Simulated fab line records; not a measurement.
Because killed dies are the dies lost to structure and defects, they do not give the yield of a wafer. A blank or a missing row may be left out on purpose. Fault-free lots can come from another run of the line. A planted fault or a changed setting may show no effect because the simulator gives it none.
What tool caused it? || flow n5Finfet || 36 wafers from 12 lots sampled at 2 of the route's 1938 steps

## WHAT THE GAUGES SHOWED, per wafer
N5_BEOL_M7_INSPECT_30: inspects for defects (brightfield).
{"lot": "L074", "measured": "day 9 20:35", "on": "defectInspect-01", "rawDefectCount": "396 299 421"}
{"lot": "L077", "measured": "day 10 09:01", "on": "defectInspect-02", "rawDefectCount": "459 546 434"}
{"lot": "L079", "measured": "day 11 10:46", "on": "defectInspect-02", "rawDefectCount": "442 523 410"}
{"lot": "L081", "measured": "day 12 01:29", "on": "defectInspect-01", "rawDefectCount": "578 355 318"}
{"lot": "L083", "measured": "day 12 11:02", "on": "defectInspect-01", "rawDefectCount": "361 477 431"}
{"lot": "L085", "measured": "day 12 12:53", "on": "defectInspect-01", "rawDefectCount": "462 508 425"}
{"lot": "L088", "measured": "day 13 18:18", "on": "defectInspect-02", "rawDefectCount": "336 326 355"}
{"lot": "L091", "measured": "day 14 01:16", "on": "defectInspect-01", "rawDefectCount": "389 425 415"}
{"lot": "L092", "measured": "day 15 01:14", "on": "defectInspect-02", "rawDefectCount": "246 257 331"}
{"lot": "L093", "measured": "day 15 06:17", "on": "defectInspect-02", "rawDefectCount": "330 555 387"}
{"lot": "L094", "measured": "day 16 09:05", "on": "defectInspect-02", "rawDefectCount": "308 402 397"}
{"lot": "L097", "measured": "day 16 12:15", "on": "defectInspect-01", "rawDefectCount": "500 607 447"}

## TOOL THAT RAN EACH LOT (tool first, then ch and the chambers of the sampled wafers, then the start)
{"lot": "L074", "N5_BEOL_M7_HM_DEP_02": "pvdSputter-03, day 9 19:09"}
{"lot": "L077", "N5_BEOL_M7_HM_DEP_02": "pvdSputter-01, day 10 04:31"}
{"lot": "L079", "N5_BEOL_M7_HM_DEP_02": "pvdSputter-01, day 11 07:34"}
{"lot": "L081", "N5_BEOL_M7_HM_DEP_02": "pvdSputter-02, day 11 22:26"}
{"lot": "L083", "N5_BEOL_M7_HM_DEP_02": "pvdSputter-01, day 12 07:28"}
{"lot": "L085", "N5_BEOL_M7_HM_DEP_02": "pvdSputter-02, day 12 11:27"}
{"lot": "L088", "N5_BEOL_M7_HM_DEP_02": "pvdSputter-02, day 13 16:08"}
{"lot": "L091", "N5_BEOL_M7_HM_DEP_02": "pvdSputter-01, day 13 22:22"}
{"lot": "L092", "N5_BEOL_M7_HM_DEP_02": "pvdSputter-01, day 14 21:56"}
{"lot": "L093", "N5_BEOL_M7_HM_DEP_02": "pvdSputter-01, day 15 00:54"}
{"lot": "L094", "N5_BEOL_M7_HM_DEP_02": "pvdSputter-03, day 16 05:17"}
{"lot": "L097", "N5_BEOL_M7_HM_DEP_02": "pvdSputter-02, day 16 09:24"}
- N5_BEOL_M7_HM_DEP_02: deposits TiN, target thk 20 nm.

## THE ANSWER, worked out from the rows above alone
Rule: the usual values come from the lots themselves. Put in order of their means at a reading, lots are off if they are a third of the lots or fewer, leave a main group of 4 or more, and stand apart from it by a gap of 3 or more times the standard deviation of the main group's means; of several such gaps the widest counts. Not used: any main group whose means are identical at the precision the tables above print for the reading. A lot without any number at a reading at which 4 lots or more have one is off too. Any other lot the step has rows for is counted as sound.
No lot is off at any reading shown: from this, nothing can be told.

## WHAT THE SIMULATOR HAD INSERTED
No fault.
